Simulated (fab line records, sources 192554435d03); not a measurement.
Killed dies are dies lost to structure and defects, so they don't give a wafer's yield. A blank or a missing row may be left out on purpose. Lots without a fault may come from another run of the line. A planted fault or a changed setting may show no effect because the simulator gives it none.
Chamber matching | flow n5_finfet | N5_BEOL_M14_VIA_ETCH_16 on rie_diel-01: 4 sister chambers
The step etches SiO2 in C4F8/O2/Ar, target depth 1231.3 nm. 4 wafers are shown with their chamber, then 7 later ones without.

WAFERS WITH THEIR CHAMBER
wafer  | chamber | drypump_motor_current_A (A)
L078.5 | 1       | 5.2
L082.6 | 0       | 6.3
L085.4 | 2       | 5.1
L085.5 | 3       | 5.8

WAFERS WITHOUT THEIR CHAMBER
wafer  | drypump_motor_current_A (A)
L085.6 | 5.2
L091.2 | 5.1
L091.3 | 5.2
L091.6 | 6.3
L095.2 | 5.7
L095.4 | 5.2
L095.6 | 6.3

WHICH CHAMBER EACH WENT THROUGH
wafer  | from the rows above | in truth
L085.6 | 1                   | 1
L091.2 | 2                   | 2
L091.3 | 1                   | 1
L091.6 | 0                   | 0
L095.2 | 3                   | 3
L095.4 | 1                   | 1
L095.6 | 0                   | 0
Placed correctly: 7 of 7. Can't be placed from these rows: 0. Placed wrongly: 0.
How it was worked out, from the rows above alone: a wafer's distance from a chamber is the root of the sum, over the readings, of the square of ((its reading less the chamber's mean) divided by the reading's scatter). The wafer belongs to the nearest chamber; if the next one is less than 2 further off, it can't be placed. A chamber's mean is the mean of its shown wafers. The scatter: with one shown wafer a chamber, the root of the mean of the squares of how far each hidden wafer lies from its nearest shown one.
